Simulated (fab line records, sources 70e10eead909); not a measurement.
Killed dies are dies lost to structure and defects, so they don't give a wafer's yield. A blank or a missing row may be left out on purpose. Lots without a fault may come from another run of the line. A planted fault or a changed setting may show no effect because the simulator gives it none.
A struck lot beside a sound one | flow nand_harc | 14 steps out of a route of 1302
Sound: wafers L508.1, L508.5, L508.6. Struck: wafers L521.2, L521.4, L521.6. The cause comes at the end.
At each step with rows: each side's tool, then ch and its chambers, then its first start. Under that, the readings that differ: sound wafers | struck wafers | difference of the means | sigmas: that difference in standard deviations of wafers without a fault.
alike: readings whose means differ by less than 2 such deviations, and words and numbers that are the same on both sides. not compared: withheld readings, readings that some wafer has no value for, bounds like >300 that may hide the same value, and numbers for which the record gives no deviation and whose values overlap.
The two part at a step that has a row with sigmas, a row that says differs or no value, or rows on one side only. Numbers that don't overlap but have no deviation are shown without sigmas and don't part them. A reading that every wafer of one side lacks parts them only if that side has two wafers or more.

NHARC_A_STAIRCASE_TRIM_202: chemistry O2, time 211.2 s.
  sound on rie_diel-01 ch 2,3; struck on rie_diel-10 ch 0,1
  alike: drypump_motor_current_A, oes_product_au, rf_vpp_V, showerhead_plenum_p_Torr, throttle_valve_pct
  not compared: rf_hours_counter_h
NHARC_A_STAIRCASE_ETCH_203: etches the open film in C4F8/O2, target depth 100 nm, time 40.5 s.
  sound on rie_diel-01 ch 0,3; struck on rie_diel-10 ch 1,3
  alike: oes_product_au, rf_vpp_V
  not compared: rf_hours_counter_h
NHARC_A_STAIRCASE_STRIP_205: strips in O2.
  sound on plasma_asher-01 ch 0,1, day 17 14:05; struck on plasma_asher-02 ch 0,1, day 23 00:44
  reading                     | sound       | struck      | difference | sigmas
  drypump_motor_current_A (A) | 4.7 5.3 4.7 | 6.3 6.3 6.4 | +1.4       | +2
  alike: heater_power_w
  not compared: rf_hours_counter_h
then, 8 steps without rows for these wafers: NHARC_A_STAIRCASE_STRIP_206 (strips in SPM, time 900 s); NHARC_A_STAIRCASE_PRECLEAN_207 (cleans in SC1); NHARC_A_STAIRCASE_SRD_208; NHARC_A_STAIRCASE_DEHYDRATE_209 (time 120 s); NHARC_A_STAIRCASE_HMDS_210 (time 30 s); NHARC_A_STAIRCASE_COAT_211; NHARC_A_STAIRCASE_SOFTBAKE_212 (time 170 s); NHARC_A_STAIRCASE_EBR_213.
NHARC_A_STAIRCASE_EXPOSE_214: exposes mask STAIR 3.
  sound on krf_scanner-04 ch 0, day 17 15:04; struck on krf_scanner-01 ch 0, day 23 01:50
  reading              | sound                | struck               | difference | sigmas
  exposure_dose_mJ_cm2 | 31.261 31.239 31.268 | 37.387 37.366 37.379 | +6.121     | +99 or more
  alike: mask, reticle_temp_C
then, 1 step without rows for these wafers: NHARC_A_STAIRCASE_PEB_215 (peb time 130 s).
-- the record jumps here: 8 days lie between the struck wafers' starts before and after (it left off in module A_STAIRCASE and takes up again in module END, whose first step shown is number 1302 of the route) --
NHARC_END_SORT_01:
  the record has rows for the struck wafers here (prober-01 ch 0, day 30 23:07) and none for the sound ones

WHERE THEY PART
First at NHARC_A_STAIRCASE_STRIP_205; last, within this record, at NHARC_END_SORT_01.

WHY: what the simulator had put in
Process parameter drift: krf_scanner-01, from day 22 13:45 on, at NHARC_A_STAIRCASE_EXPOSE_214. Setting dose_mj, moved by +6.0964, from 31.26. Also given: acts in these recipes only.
